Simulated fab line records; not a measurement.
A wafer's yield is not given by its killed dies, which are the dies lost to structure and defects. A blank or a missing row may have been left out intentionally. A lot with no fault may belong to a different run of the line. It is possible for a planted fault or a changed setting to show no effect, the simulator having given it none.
fab line records ; flow nandHarc ; part 2 of 2: steps 24 to 29 of 29
record: lots: 5; wafers: 15; lastDay: 34
route steps=1302 shown A_ONON_D1@445 A_CHANNEL_HOLE_D1@450
lots with no fault: from the same line, run without faults
startH: hours from the record's first day to the start of the lot's first wafer shown ; waitH: how many hours have passed since the lot's step before this one ; " the same as in the row above ; L1.1+2: a row that stands for several wafers ; - value missing, or start not given ; * or withheld: withheld ; < > ~ a bound
route shown NAME@n: NAME is a module with steps in the file, n the number in the route of the first one ; usual: mean/standard deviation taken from wafers without a fault ; same: alike in all rows ; chamber/n: place in a boat ; sites: per-site readings ; _std_site: standard deviation of those values ; _edge_site: outer sites' mean less inner sites' ; radiusMm: for every site, how far away it sits from the centre of the wafer ; mask NAME#n: copy n ; behind: tool/chamber where the wafer was last shaped ; hold: the reason the lot was held/the length of the hold in hours/how it ended ; device: names the non-switching transistor (n, p or np) ; end of line: tests of these same wafers at the route's end ; a step without rows: its recipe alone ; killed: not the wafer's yield, but the dies lost to structure and defects at the first sort ; map: per-die view of a wafer (x killed, . not killed, _ where there is no die)
set.NAME: the setting the step ran with; set.NAME@STEP: the setting that earlier step ran with ; model.NAME: the simulator's own value behind a step, which no gauge read
lots seen at some steps along the route; tables by step, rows by wafer
services: the hour from which a tool's chamber was out of use, counted from the record's first day as startH (under 0 if before that day), plus the number of hours and why
== steps ==
step: NHARC_A_CHANNEL_HOLE_D1_ETCH_16
recipe: targetDepthA: 31000; overEtchFrac: 0.3; timeS: 806; ionEnergyEv: 150; o2FlowSccm: 400; cosFlowSccm: 20; arFlowSccm: 0; rfW: 500; biasW: 300; chemistry: O2/COS
usual: drypumpMotorCurrentA: 5.7/0.34; oesProductAu: 1.002/0.013; rfVppV: 314.4/2.2; showerheadPlenumPTorr: 3.14/0.14; throttleValvePct: 28.329/0.0089
lot.wafer;tool;chamber;startH;waitH;drypumpMotorCurrentA;oesProductAu;rfHoursCounterH;rfVppV;showerheadPlenumPTorr;throttleValvePct
L077.4;rieDiel-07;0;-;-;5.9;0.996;31;318.5;3.36;28.327
L077.2;rieDiel-07;2;-;-;5.9;0.997;29;315.8;3.24;28.307
L077.5;rieDiel-07;1;-;-;5.5;0.994;-;310.2;2.95;28.338
L081.4;rieDiel-03;2;-;-;6.2;1.004;39;311.8;2.92;28.345
L081.3;rieDiel-03;1;-;-;6.3;1.006;40;316.3;3.24;28.319
L081.5;rieDiel-03;3;-;-;5.8;1.028;-;314.5;3.11;28.335
L086.2;rieDiel-05;2;-;-;6.2;1.012;5;313.0;2.99;28.322
L086.1;rieDiel-05;0;-;-;5.5;0.991;6;315.0;3.24;28.317
L086.6;rieDiel-05;2;-;-;6.2;1.017;-;313.2;2.99;28.327
L092.2;rieDiel-05;0;-;-;5.5;0.991;11;315.3;3.24;28.336
L092.4;rieDiel-05;2;-;-;6.2;1.005;11;313.2;2.99;28.340
L092.5;rieDiel-05;0;-;-;5.5;1.007;-;314.4;3.24;28.335
L097.4;rieDiel-07;2;-;-;5.9;1.027;33;317.2;3.22;28.334
L097.2;rieDiel-07;1;-;-;5.5;0.995;33;309.8;2.92;28.331
L097.6;rieDiel-07;3;-;-;5.9;1.021;-;316.7;3.29;28.328
step: NHARC_A_CHANNEL_HOLE_D1_CD_MEAS_18
usual: cdNm: 100/3.2
lot.wafer;tool;chamber;startH;waitH;cdNm
L077.2;cdSem-03;-;216.33;-;100
L077.4;cdSem-03;-;216.33;-;105
L077.5;cdSem-03;-;216.33;-;100
L081.3;cdSem-03;-;253.26;-;100
L081.4;cdSem-03;-;253.26;-;98
L081.5;cdSem-03;-;253.26;-;99
L086.1;cdSem-02;-;310.19;-;100
L086.2;cdSem-02;-;310.19;-;100
L086.6;cdSem-02;-;310.19;-;100
L092.2;cdSem-01;-;367.74;-;101
L092.4;cdSem-01;-;367.74;-;101
L092.5;cdSem-01;-;367.74;-;104
L097.2;cdSem-02;-;413.33;-;96
L097.4;cdSem-02;-;413.33;-;95
L097.6;cdSem-02;-;413.33;-;97
step: NHARC_A_CHANNEL_HOLE_D1_ETCH_19
recipe: biasV: 1200; sourceW: 2500; pressureMtorr: 15; timeS: 34.5; arFlowSccm: 375; c4f8FlowSccm: 28.8; o2FlowSccm: 96.2; tempC: -20; targetDepthA: *; chemistry: C4F8/O2/Ar
usual: drypumpMotorCurrentA: 5.7/0.46; showerheadPlenumPTorr: 3.66/0.12; throttleValvePct: 37.039/0.0091
lot.wafer;tool;chamber;startH;waitH;drypumpMotorCurrentA;rfHoursCounterH;showerheadPlenumPTorr;throttleValvePct
L077.2;harEtch-02;0;216.46;0.1;6.5;314;3.61;37.027
L077.4;harEtch-02;0;216.46;0.1;6.5;-;3.61;37.039
L077.5;harEtch-02;0;216.46;0.1;6.5;-;3.61;37.042
L081.4;harEtch-01;1;254.37;1.1;5.7;-;3.76;37.031
L081.3;harEtch-01;0;254.37;1.1;5.2;-;3.73;37.040
L081.5;harEtch-01;0;254.37;1.1;5.2;-;3.73;37.020
L086.1;harEtch-02;0;310.27;0.1;6.5;367;3.58;37.044
L086.2;harEtch-02;1;310.27;0.1;5.7;367;3.45;37.034
L086.6;harEtch-02;0;310.27;0.1;6.5;-;3.58;37.022
L092.2;harEtch-01;0;367.81;0.1;5.2;191;3.70;37.045
L092.4;harEtch-01;1;367.81;0.1;5.7;-;3.72;37.055
L092.5;harEtch-01;0;367.81;0.1;5.2;-;3.70;37.052
L097.2;harEtch-01;1;413.42;0.1;5.7;222;3.70;37.043
L097.4;harEtch-01;0;413.42;0.1;5.2;-;3.68;37.030
L097.6;harEtch-01;0;413.42;0.1;5.2;-;3.68;37.043
step: NHARC_A_CHANNEL_HOLE_D1_ETCH_20
recipe: biasV: 3000; sourceW: withheld; pressureMtorr: 20; timeS: 361.9; arFlowSccm: 375; c4f8FlowSccm: 89.3; o2FlowSccm: 35.7; tempC: -20; targetDepthA: 16000; chemistry: C4F8/O2/Ar
usual: drypumpMotorCurrentA: 5.7/0.46; showerheadPlenumPTorr: 3.62/0.12; throttleValvePct: 32.156/0.0097
lot.wafer;tool;chamber;startH;waitH;drypumpMotorCurrentA;rfHoursCounterH;showerheadPlenumPTorr;throttleValvePct
L077.2;harEtch-02;0;216.57;0.1;6.5;314;3.57;32.158
L077.4;harEtch-02;0;216.57;0.1;6.5;-;3.57;32.157
L077.5;harEtch-02;0;216.57;0.1;6.5;-;3.57;32.153
L081.4;harEtch-01;1;254.55;0.2;5.7;-;3.71;32.147
L081.3;harEtch-01;0;254.55;0.2;5.2;-;3.69;32.150
L081.5;harEtch-01;0;254.55;0.2;5.2;-;3.69;32.160
L086.1;harEtch-02;0;310.38;0.1;6.6;367;3.54;32.161
L086.2;harEtch-02;1;310.38;0.1;5.7;367;3.42;32.168
L086.6;harEtch-02;0;310.38;0.1;6.5;-;3.55;32.150
L092.2;harEtch-01;0;367.93;0.1;5.2;191;3.66;32.149
L092.4;harEtch-01;1;367.93;0.1;5.7;-;3.68;32.144
L092.5;harEtch-01;0;367.93;0.1;5.2;-;3.66;32.168
L097.2;harEtch-01;1;413.57;0.1;5.7;222;3.66;32.145
L097.4;harEtch-01;0;413.57;0.1;5.2;-;3.64;32.157
L097.6;harEtch-01;0;413.57;0.1;5.2;-;3.64;32.164
step: NHARC_A_CHANNEL_HOLE_D1_ETCH_21
recipe: biasV: 3000; sourceW: withheld; pressureMtorr: 20; timeS: 514.3; arFlowSccm: 375; c4f8FlowSccm: 89.3; o2FlowSccm: 35.7; tempC: -20; targetDepthA: 16000; chemistry: C4F8/O2/Ar
usual: drypumpMotorCurrentA: 5.7/0.46; showerheadPlenumPTorr: 3.62/0.12; throttleValvePct: 32.154/0.01
lot.wafer;tool;chamber;startH;waitH;drypumpMotorCurrentA;rfHoursCounterH;showerheadPlenumPTorr;throttleValvePct
L077.2;harEtch-02;0;216.88;0.3;6.5;314;3.57;32.164
L077.4;harEtch-02;0;216.88;0.3;6.6;-;3.57;32.166
L077.5;harEtch-02;0;216.88;0.3;6.5;-;3.57;32.162
L081.4;harEtch-01;1;254.91;0.3;5.6;-;3.71;32.151
L081.3;harEtch-01;0;254.91;0.3;5.2;-;3.69;32.159
L081.5;harEtch-01;0;254.91;0.3;5.2;-;3.69;32.154
L086.1;harEtch-02;0;310.70;0.3;6.5;367;3.55;32.150
L086.2;harEtch-02;1;310.70;0.3;5.7;367;3.42;32.130
L086.6;harEtch-02;0;310.70;0.3;6.6;-;3.55;32.135
L092.2;harEtch-01;0;368.24;0.3;5.2;191;3.65;32.154
L092.4;harEtch-01;1;368.24;0.3;5.6;-;3.68;32.156
L092.5;harEtch-01;0;368.24;0.3;5.2;-;3.66;32.153
L097.2;harEtch-01;1;413.90;0.3;5.6;222;3.66;32.141
L097.4;harEtch-01;0;413.90;0.3;5.2;-;3.64;32.159
L097.6;harEtch-01;0;413.90;0.3;5.2;-;3.64;32.149
step: NHARC_A_CHANNEL_HOLE_D1_ETCH_22
recipe: biasV: 3000; sourceW: withheld; pressureMtorr: 20; timeS: 666.7; arFlowSccm: 375; c4f8FlowSccm: 89.3; o2FlowSccm: 35.7; tempC: -20; targetDepthA: 16000; chemistry: C4F8/O2/Ar
usual: drypumpMotorCurrentA: 5.7/0.46; showerheadPlenumPTorr: 3.62/0.12; throttleValvePct: 32.155/0.0084
lot.wafer;tool;chamber;startH;waitH;drypumpMotorCurrentA;rfHoursCounterH;showerheadPlenumPTorr;throttleValvePct
L077.2;harEtch-02;0;217.32;0.4;6.5;315;3.57;32.161
L077.4;harEtch-02;0;217.32;0.4;6.5;-;3.57;32.153
L077.5;harEtch-02;0;217.32;0.4;6.5;-;3.57;32.149
L081.4;harEtch-01;1;255.40;0.4;5.6;-;3.71;32.140
L081.3;harEtch-01;0;255.40;0.4;5.2;-;3.69;32.162
L081.5;harEtch-01;0;255.40;0.4;5.2;-;3.69;32.161
L086.1;harEtch-02;0;311.13;0.4;6.5;368;3.54;32.152
L086.2;harEtch-02;1;311.13;0.4;5.7;368;3.41;32.151
L086.6;harEtch-02;0;311.13;0.4;6.5;-;3.54;32.168
L092.2;harEtch-01;0;368.67;0.4;5.2;191;3.66;32.172
L092.4;harEtch-01;1;368.67;0.4;5.7;-;3.68;32.142
L092.5;harEtch-01;0;368.67;0.4;5.2;-;3.66;32.149
L097.2;harEtch-01;1;414.36;0.4;5.7;222;3.66;32.153
L097.4;harEtch-01;0;414.36;0.4;5.2;-;3.64;32.145
L097.6;harEtch-01;0;414.36;0.4;5.2;-;3.64;32.145
== services ==
tool;chamber;startH;hours;kind
aclDep-01;-;189.40;13.0;pm
rieDiel-03;3;194.00;15.7;repair
arfiScanner-03;-;196.02;4.0;pm
lithoTrack-04;-;203.00;7.0;pm
arfiScanner-03;-;215.50;5.7;repair
rieDiel-07;2;219.70;5.1;repair
rieDiel-05;-;229.60;9.0;pm
rieDiel-07;2;238.96;15.5;repair
rieDiel-03;-;245.04;0.1;repair
rieDiel-07;2;265.94;33.9;repair
harEtch-02;-;269.58;2.0;repair
rieDiel-03;0;269.77;7.4;repair
rieDiel-03;-;281.34;9.0;pm
rieDiel-07;-;295.80;9.0;pm
rieDiel-03;0;314.71;3.7;repair
lithoTrack-01;-;330.00;7.0;pm
lithoTrack-06;-;354.00;7.0;pm
rieDiel-07;-;372.59;1.2;repair
rieDiel-03;2;375.34;13.8;repair
rieDiel-05;-;376.02;0.3;repair
harEtch-02;-;377.00;17.0;pm
lithoTrack-04;-;378.00;7.0;pm
rieDiel-07;3;384.62;2.5;repair
rieDiel-05;-;406.67;9.0;pm
